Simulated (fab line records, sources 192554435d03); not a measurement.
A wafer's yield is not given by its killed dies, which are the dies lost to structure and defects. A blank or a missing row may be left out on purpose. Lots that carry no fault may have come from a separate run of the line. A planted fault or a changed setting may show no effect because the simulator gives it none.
What tool caused it? ; flow n5 finfet ; 24 lots with 72 wafers sampled at 6 steps, on a route of 1938 steps

WHAT EACH GAUGE READ, for each wafer
N5_BEOL_M7_OVL_MEAS_29. Usual: V6_OVL gives 0.5 nm (standard deviation 0.59).
lot;measured;on;V6_OVL (nm);flag
L074;day 9 12:14;overlay-02;0.2 -0.6 0.6;
L075;day 9 12:17;overlay-01;0.9 1.0 0.9;
L077;day 9 14:41;overlay-02;0.2 1.0 0.8;
L076;day 9 19:05;overlay-01;0.1 0.8 0.0;
L079;day 10 09:34;overlay-02;0.9 0.4 0.6;
L078;day 10 09:45;overlay-01;0.3 0.4 0.9;
L080;day 10 15:47;overlay-01;1.6 0.5 0.2;
L081;day 10 22:13;overlay-01;0.9 0.6 -0.7;
L082;day 11 15:01;overlay-02;-0.3 -0.4 0.4;
L084;day 11 20:37;overlay-02;1.0 1.5 1.3;
L083;day 11 20:39;overlay-01;1.1 0.8 1.3;
L085;day 12 09:44;overlay-02;1.1 -0.1 1.0;
L086;day 12 13:01;overlay-01;0.6 1.3 0.6;
L087;day 12 18:18;overlay-01;0.2 -0.4 0.6;
L088;day 12 18:35;overlay-01;0.8 -0.4 0.5;
L089;day 12 19:04;overlay-01;-0.1 0.5 0.8;
L090;day 13 15:22;overlay-02;0.8 0.8 0.4;
L093;day 13 21:05;overlay-02;0.6 0.0 0.4;
L092;day 13 21:10;overlay-02;0.3 0.2 0.0;
L094;day 14 09:53;overlay-01;0.4 -0.1 1.1;
L095;day 14 18:10;overlay-01;1.4 1.4 1.5;
L096;day 14 20:01;overlay-02;0.5 0.0 0.6;
L097;day 15 01:10;overlay-01;0.2 0.3 -0.5;
L091;day 15 13:19;overlay-01;-0.4 -0.1 0.2;

N5_BEOL_M7_THK_MEAS_53: measures by xrf. Usual: M7_THK gives 81.8 nm (standard deviation 2.3).
lot;measured;on;M7_THK (nm);flag
L074;day 9 15:34;film metro-01;80.1 79.1 77.3;
L075;day 9 15:50;film metro-01;80.3 81.1 77.7;
L077;day 9 17:10;film metro-01;77.6 81.0 79.9;
L076;day 9 23:54;film metro-02;79.0 78.8 83.2;
L079;day 10 13:11;film metro-02;85.1 82.3 82.7;
L078;day 10 13:51;film metro-01;79.3 80.8 79.1;
L080;day 10 18:46;film metro-01;82.4 83.7 78.0;
L081;day 11 01:52;film metro-02;81.6 86.3 83.4;
L082;day 11 19:40;film metro-01;80.0 84.5 85.4;
L084;day 12 00:21;film metro-01;80.8 83.8 80.3;
L083;day 11 23:36;film metro-01;79.4 80.4 83.1;
L085;day 12 14:02;film metro-01;82.4 82.6 83.3;
L086;day 12 17:43;film metro-01;84.3 86.5 86.1;
L087;day 12 23:14;film metro-01;80.7 81.2 82.3;
L088;day 12 23:19;film metro-02;82.1 86.7 81.3;
L089;day 12 23:49;film metro-02;79.6 82.2 77.5;
L090;day 13 20:09;film metro-02;83.6 81.8 78.6;
L093;day 14 00:03;film metro-02;80.3 79.3 81.9;
L092;day 14 00:24;film metro-02;83.6 79.7 81.6;
L094;day 14 13:07;film metro-02;77.6 82.2 85.8;
L095;day 14 22:27;film metro-01;83.1 80.9 80.1;
L096;day 14 23:11;film metro-02;83.1 80.8 84.5;
L097;day 15 03:54;film metro-01;82.0 83.0 86.4;
L091;day 15 16:37;film metro-02;83.9 80.7 81.3;

N5_BEOL_M8_CD_MEAS_18: pitch 80 nm, target cd 40 nm. Usual: cd nm reads 40.2 nm (standard deviation 0.6).
lot;measured;on;cd nm (nm);flag
L074;day 9 18:18;cd sem-01;41.1 40.3 39.2;
L075;day 9 19:43;cd sem-01;40.8 39.7 40.7;
L077;day 9 19:53;cd sem-02;40.0 40.3 40.3;
L076;day 10 02:57;cd sem-01;40.2 40.4 40.4;
L079;day 10 15:07;cd sem-02;40.5 38.8 40.5;
L078;day 10 17:34;cd sem-01;41.4 40.9 39.9;
L080;day 10 21:00;cd sem-01;41.0 40.5 40.7;
L081;day 11 06:16;cd sem-02;39.7 40.1 39.8;
L082;day 11 22:29;cd sem-01;40.5 40.5 40.6;
L084;day 12 03:39;cd sem-02;40.7 40.2 40.3;
L083;day 12 03:14;cd sem-03;40.4 40.0 40.0;
L085;day 12 17:14;cd sem-02;39.5 41.1 40.3;
L086;day 12 22:10;cd sem-03;39.7 39.6 39.0;
L087;day 13 03:17;cd sem-03;40.1 40.0 40.9;
L088;day 13 03:35;cd sem-02;40.3 40.7 40.3;
L089;day 13 03:51;cd sem-02;39.4 39.8 40.0;
L090;day 13 23:10;cd sem-03;39.1 40.4 39.9;
L093;day 14 02:50;cd sem-02;41.0 40.3 41.1;
L092;day 14 03:28;cd sem-03;40.0 39.6 39.5;
L094;day 14 15:34;cd sem-02;39.5 41.2 40.6;
L095;day 15 02:59;cd sem-01;40.7 40.8 40.6;
L096;day 15 03:15;cd sem-02;39.9 39.7 40.1;
L097;day 15 07:04;cd sem-01;40.3 39.6 40.3;
L091;day 15 20:03;cd sem-01;41.2 39.2 41.4;

EACH LOT AND THE TOOL THAT RAN IT (in order: tool; ch and the chambers of the sampled wafers; start)
lot;N5_BEOL_M7_ETCH_65;N5_BEOL_M7_TRENCH_ETCH_37;N5_BEOL_M8_DESCUM_16
L074;rie diel-03 ch 1,2, day 9 12:30;rie diel-03 ch 1,2, day 9 15:34 or earlier;rie diel-02 ch 0,2,3, day 9 17:50
L075;rie diel-06 ch 1,2,3, day 9 12:48;rie diel-06 ch 1,2,3, day 9 15:50 or earlier;rie diel-01 ch 1,2, day 9 19:15
L077;rie diel-03 ch 0,1, day 9 14:50;rie diel-03 ch 0,1, day 9 17:10 or earlier;rie diel-04 ch 0,1,2, day 9 19:25
L076;rie diel-03 ch 0,2,3, day 9 19:25;rie diel-03 ch 0,2,3, day 9 23:54 or earlier;rie diel-04 ch 1,2,3, day 10 02:23
L079;rie diel-06 ch 0,1, day 10 09:59;rie diel-06 ch 0,1, day 10 13:11 or earlier;rie diel-02 ch 0,1,3, day 10 14:39
L078;rie diel-03 ch 1,2, day 10 10:15;rie diel-03 ch 1,2, day 10 13:51 or earlier;rie diel-02 ch 0,2,3, day 10 17:04
L080;rie diel-06 ch 0,2,3, day 10 16:02;rie diel-06 ch 0,2,3, day 10 18:46 or earlier;rie diel-02 ch 0,1,2, day 10 20:32
L081;rie diel-05 ch 1,2,3, day 10 22:23;rie diel-05 ch 1,2,3, day 11 01:52 or earlier;rie diel-04 ch 0,1,2, day 11 05:49
L082;rie diel-05 ch 1,2,3, day 11 15:14;rie diel-05 ch 1,2,3, day 11 19:40 or earlier;rie diel-04 ch 0,2, day 11 22:02
L084;rie diel-03 ch 0,1,3, day 11 20:45;rie diel-03 ch 0,1,3, day 12 00:21 or earlier;rie diel-04 ch 0,1, day 12 03:11
L083;rie diel-05 ch 0,1,3, day 11 20:48;rie diel-05 ch 0,1,3, day 11 23:36 or earlier;rie diel-01 ch 0,1,2, day 12 02:37
L085;rie diel-06 ch 0,2,3, day 12 10:31;rie diel-06 ch 0,2,3, day 12 14:02 or earlier;rie diel-02 ch 0,2,3, day 12 16:46
L086;rie diel-05 ch 2,3, day 12 14:13;rie diel-05 ch 2,3, day 12 17:43 or earlier;rie diel-04 ch 0,1, day 12 21:13
L087;rie diel-06 ch 0,3, day 12 19:42;rie diel-06 ch 0,3, day 12 23:14 or earlier;rie diel-04 ch 1,2,3, day 13 02:43
L088;rie diel-05 ch 0,3, day 12 19:43;rie diel-05 ch 0,3, day 12 23:19 or earlier;rie diel-02 ch 0,2,3, day 13 03:04
L089;rie diel-06 ch 1,2, day 12 21:01;rie diel-06 ch 1,2, day 12 23:49 or earlier;rie diel-04 ch 0,2, day 13 03:16
L090;rie diel-03 ch 0,1, day 13 16:25;rie diel-03 ch 0,1, day 13 20:09 or earlier;rie diel-01 ch 0,1, day 13 22:40
L093;rie diel-03 ch 1,3, day 13 21:13;rie diel-03 ch 1,3, day 14 00:03 or earlier;rie diel-02 ch 0,1,2, day 14 02:22
L092;rie diel-03 ch 0,1,3, day 13 21:37;rie diel-03 ch 0,1,3, day 14 00:24 or earlier;rie diel-04 ch 1,3, day 14 02:48
L094;rie diel-06 ch 0,2,3, day 14 10:32;rie diel-06 ch 0,2,3, day 14 13:07 or earlier;rie diel-02 ch 0,1,2, day 14 15:01
L095;rie diel-06 ch 0,1,3, day 14 18:19;rie diel-06 ch 0,1,3, day 14 22:27 or earlier;rie diel-04 ch 0,1, day 15 02:31
L096;rie diel-06 ch 0,2,3, day 14 20:10;rie diel-06 ch 0,2,3, day 14 23:11 or earlier;rie diel-02 ch 0,2,3, day 15 02:47
L097;rie diel-05 ch 0,1,3, day 15 01:28;rie diel-05 ch 0,1,3, day 15 03:54 or earlier;rie diel-01 ch 0,1,3, day 15 06:31
L091;rie diel-03 ch 0,1,2, day 15 13:29;rie diel-03 ch 0,1,2, day 15 16:37 or earlier;rie diel-02 ch 0,1,2, day 15 19:35
- N5_BEOL_M7_ETCH_65: etches SiARC in CF4, target depth 15.6 nm, time 26 s.
- N5_BEOL_M7_TRENCH_ETCH_37: etches SiCOH lowk in C4F6/O2, target depth 93.478 nm, time 31.2 s.
- N5_BEOL_M8_DESCUM_16: chemistry O2, time 7.9 s.

AS READ BY THE TOOLS THEMSELVES (means over the sampled wafers that have a number; for cases with no such wafer, the mark the record gives instead)
N5_BEOL_M7_ETCH_65. Usual: drypump motor current A 5.9 A, standard deviation 0.45; etch rf on time s 26.2 s, standard deviation 0.64; oes product au 0.68 a.u., standard deviation 0.069; rf vpp V 184.3 V, standard deviation 1.1; showerhead plenum p Torr 2.17 Torr, standard deviation 0.069; throttle valve pct 15.70 %, standard deviation 0.17.
lot;tool;drypump motor current A (A);etch rf on time s (s);oes product au (a.u.);rf vpp V (V);showerhead plenum p Torr (Torr);throttle valve pct (%);flag
L074;rie diel-03;6.1;27.0;0.61;184.4;2.19;15.86;
L075;rie diel-06;5.9;26.3;0.65;182.5;2.11;15.84;
L077;rie diel-03;6.0;26.4;0.67;184.1;2.16;15.67;
L076;rie diel-03;5.9;26.7;0.63;183.9;2.17;15.81;
L079;rie diel-06;6.2;26.0;0.70;184.3;2.21;15.86;
L078;rie diel-03;6.1;26.6;0.62;184.9;2.16;15.77;
L080;rie diel-06;5.7;25.8;0.79;184.7;2.18;15.60;
L081;rie diel-05;5.2;25.7;0.73;184.2;2.13;15.56;
L082;rie diel-05;5.2;25.6;0.72;184.3;2.13;15.58;
L084;rie diel-03;5.9;26.5;0.63;183.5;2.15;15.74;
L083;rie diel-05;5.7;26.2;0.70;184.5;2.18;15.51;
L085;rie diel-06;5.7;26.1;0.76;183.6;2.18;15.62;
L086;rie diel-05;5.1;25.0;0.76;184.1;2.21;15.55;
L087;rie diel-06;5.9;26.6;0.71;183.9;2.11;15.74;
L088;rie diel-05;6.2;25.9;0.70;184.5;2.25;15.51;
L089;rie diel-06;6.0;25.8;0.69;185.7;2.23;15.79;
L090;rie diel-03;6.0;26.3;0.63;183.9;2.14;15.73;
L093;rie diel-03;5.9;26.4;0.61;183.9;2.13;15.79;
L092;rie diel-03;5.9;26.4;0.62;184.5;2.14;15.78;
L094;rie diel-06;5.7;26.0;0.73;185.0;2.17;15.66;
L095;rie diel-06;6.0;26.8;0.67;184.2;2.15;15.87;
L096;rie diel-06;5.7;26.3;0.72;184.8;2.17;15.67;
L097;rie diel-05;5.8;25.8;0.69;184.3;2.18;15.54;
L091;rie diel-03;6.0;26.0;0.69;183.5;2.16;15.68;

N5_BEOL_M7_TRENCH_ETCH_37. Usual: O2_flow_sccm 10.00 sccm, standard deviation 0.031; drypump motor current A 5.9 A, standard deviation 0.45; oes product au 0.79 a.u., standard deviation 0.08; rf vpp V 672 V, standard deviation 9.7; showerhead plenum p Torr 2.89 Torr, standard deviation 0.091; throttle valve pct 21.06 %, standard deviation 0.16.
lot;tool;O2_flow_sccm (sccm);drypump motor current A (A);oes product au (a.u.);rf vpp V (V);showerhead plenum p Torr (Torr);throttle valve pct (%);flag
L074;rie diel-03;10.05;6.1;0.71;666;2.90;21.13;
L075;rie diel-06;10.00;5.9;0.76;670;2.81;21.21;
L077;rie diel-03;9.98;6.0;0.77;671;2.88;21.09;
L076;rie diel-03;10.00;5.9;0.74;665;2.88;21.10;
L079;rie diel-06;9.99;6.2;0.82;681;2.93;21.24;
L078;rie diel-03;9.98;6.1;0.72;667;2.88;21.12;
L080;rie diel-06;10.03;5.7;0.91;672;2.91;21.01;
L081;rie diel-05;9.99;5.2;0.85;672;2.84;20.91;
L082;rie diel-05;9.97;5.2;0.85;672;2.83;20.91;
L084;rie diel-03;10.03;5.9;0.74;665;2.86;21.11;
L083;rie diel-05;10.02;5.8;0.82;677;2.90;20.82;
L085;rie diel-06;10.02;5.7;0.89;672;2.90;21.03;
L086;rie diel-05;10.02;5.1;0.89;681;2.93;20.92;
L087;rie diel-06;10.02;5.9;0.83;671;2.81;21.10;
L088;rie diel-05;10.01;6.2;0.82;685;2.99;20.86;
L089;rie diel-06;10.02;6.1;0.79;678;2.97;21.19;
L090;rie diel-03;10.05;6.0;0.73;668;2.86;21.13;
L093;rie diel-03;10.01;5.9;0.71;662;2.84;21.13;
L092;rie diel-03;10.00;5.9;0.72;664;2.85;21.12;
L094;rie diel-06;10.00;5.7;0.84;672;2.89;21.05;
L095;rie diel-06;10.02;6.0;0.79;675;2.86;21.22;
L096;rie diel-06;9.96;5.7;0.84;672;2.89;21.06;
L097;rie diel-05;10.00;5.8;0.80;678;2.90;20.85;
L091;rie diel-03;10.01;6.0;0.81;668;2.88;21.06;

N5_BEOL_M8_DESCUM_16. Usual: drypump motor current A 5.8 A, standard deviation 0.43; oes product au 0.77 a.u., standard deviation 0.079; rf vpp V 243.3 V, standard deviation 0.96; showerhead plenum p Torr 2.10 Torr, standard deviation 0.048; throttle valve pct 20.51 %, standard deviation 0.23.
lot;tool;drypump motor current A (A);oes product au (a.u.);rf vpp V (V);showerhead plenum p Torr (Torr);throttle valve pct (%);flag
L074;rie diel-02;6.0;0.78;243.7;2.14;20.52;
L075;rie diel-01;5.8;0.79;242.7;2.06;20.65;
L077;rie diel-04;5.6;0.77;242.8;2.08;20.32;
L076;rie diel-04;5.7;0.85;243.1;2.11;20.40;
L079;rie diel-02;5.7;0.77;243.1;2.11;20.44;
L078;rie diel-02;6.0;0.76;243.4;2.13;20.53;
L080;rie diel-02;6.2;0.78;244.2;2.13;20.62;
L081;rie diel-04;5.6;0.74;243.5;2.08;20.35;
L082;rie diel-04;5.8;0.74;244.0;2.08;20.20;
L084;rie diel-04;5.4;0.75;242.7;2.08;20.52;
L083;rie diel-01;5.9;0.75;242.5;2.03;20.56;
L085;rie diel-02;6.0;0.76;243.8;2.13;20.55;
L086;rie diel-04;5.4;0.71;243.0;2.06;20.49;
L087;rie diel-04;5.7;0.82;243.5;2.10;20.44;
L088;rie diel-02;6.0;0.75;242.9;2.13;20.57;
L089;rie diel-04;5.7;0.73;242.6;2.07;20.22;
L090;rie diel-01;6.0;0.74;241.9;2.02;20.41;
L093;rie diel-02;6.2;0.76;243.5;2.12;20.66;
L092;rie diel-04;5.6;0.85;243.6;2.12;20.61;
L094;rie diel-02;6.2;0.75;243.3;2.12;20.67;
L095;rie diel-04;5.4;0.89;242.6;2.06;20.19;
L096;rie diel-02;6.0;0.73;244.0;2.12;20.59;
L097;rie diel-01;6.2;0.81;243.1;2.08;20.50;
L091;rie diel-02;6.2;0.74;242.7;2.12;20.69;

THE ANSWER, worked out from the rows above alone
Rule: take the mean of a lot's wafers that have a number; if it is more than 3 standard deviations from the usual mean, the lot is off. Also off: a lot with no number at a reading for which 4 or more lots have one. Where the step has rows for the other lots, those lots are counted as sound. First the gauges in route order, then the tools' own readings, where a lot's mean is used as printed above. At the first step where some lot is off, the reading lying furthest off is the one used; lots without a number count as furthest.
None of the lots is off at any reading shown; this tells nothing.

WHAT THE SIMULATOR HAD PUT IN
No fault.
